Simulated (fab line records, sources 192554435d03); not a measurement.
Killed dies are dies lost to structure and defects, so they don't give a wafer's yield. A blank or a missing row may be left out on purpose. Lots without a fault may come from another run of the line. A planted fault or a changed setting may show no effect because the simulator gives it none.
Which tool did it? | flow n5_finfet | 11 lots, 33 wafers sampled, at 2 steps of a route of 1938

WHAT THE GAUGES READ, wafer by wafer
N5_PASSIVATION_OVL_MEAS_60.
lot  | measured     | on         | TV_OVL (nm)
L300 | day 12 13:52 | overlay-01 | 3 3 2
L301 | day 12 14:27 | overlay-02 | 7 6 9
L305 | day 14 08:20 | overlay-01 | 7 4 5
L309 | day 14 13:24 | overlay-02 | 3 0 8
L312 | day 15 13:19 | overlay-02 | 2 7 6
L314 | day 16 10:28 | overlay-01 | 11 17 13
L318 | day 17 02:29 | overlay-02 | 14 12 7
L319 | day 17 07:48 | overlay-02 | 4 13 7
L321 | day 17 21:23 | overlay-01 | 6 -3 -6
L322 | day 17 16:50 | overlay-01 | 2 11 6
L323 | day 18 15:17 | overlay-02 | 14 17 12

WHICH TOOL RAN EACH LOT (tool, then ch and the chambers of the sampled wafers, then the start)
lot  | N5_BEOL_M6_ECD_50
L300 | ecd_cu-01 ch 0,1, day 9 00:59
L301 | ecd_cu-01 ch 0,1, day 9 03:49
L305 | ecd_cu-01 ch 0,1, day 10 16:29
L309 | ecd_cu-01 ch 0,1, day 10 23:52
L312 | ecd_cu-02 ch 0,1, day 12 05:24
L314 | ecd_cu-02 ch 0,1, day 12 14:58
L318 | ecd_cu-01 ch 0,1, day 13 16:24
L319 | ecd_cu-01 ch 1, day 14 03:19
L321 | ecd_cu-01 ch 0,1, day 14 13:41
L322 | ecd_cu-01 ch 0,1, day 14 17:16
L323 | ecd_cu-01 ch 0,1, day 15 02:55
- N5_BEOL_M6_ECD_50: material Cu, target thk 300 nm.

THE ANSWER, worked out from the rows above alone
Rule: what is usual is taken from the lots themselves. Put in order of their means at a reading, lots are off if they are a third of the lots or fewer, leave a main group of 4 or more, and stand apart from it by a gap of 3 or more times the standard deviation of the main group's means; of several such gaps the widest counts. A main group whose means are all the same, to the digits that the tables above print for the reading, isn't used. A lot without any number at a reading at which 4 lots or more have one is off too. The other lots that the step has rows for count as sound.
No lot is off at any reading shown: from this, nothing can be told.

WHAT THE SIMULATOR HAD PUT IN
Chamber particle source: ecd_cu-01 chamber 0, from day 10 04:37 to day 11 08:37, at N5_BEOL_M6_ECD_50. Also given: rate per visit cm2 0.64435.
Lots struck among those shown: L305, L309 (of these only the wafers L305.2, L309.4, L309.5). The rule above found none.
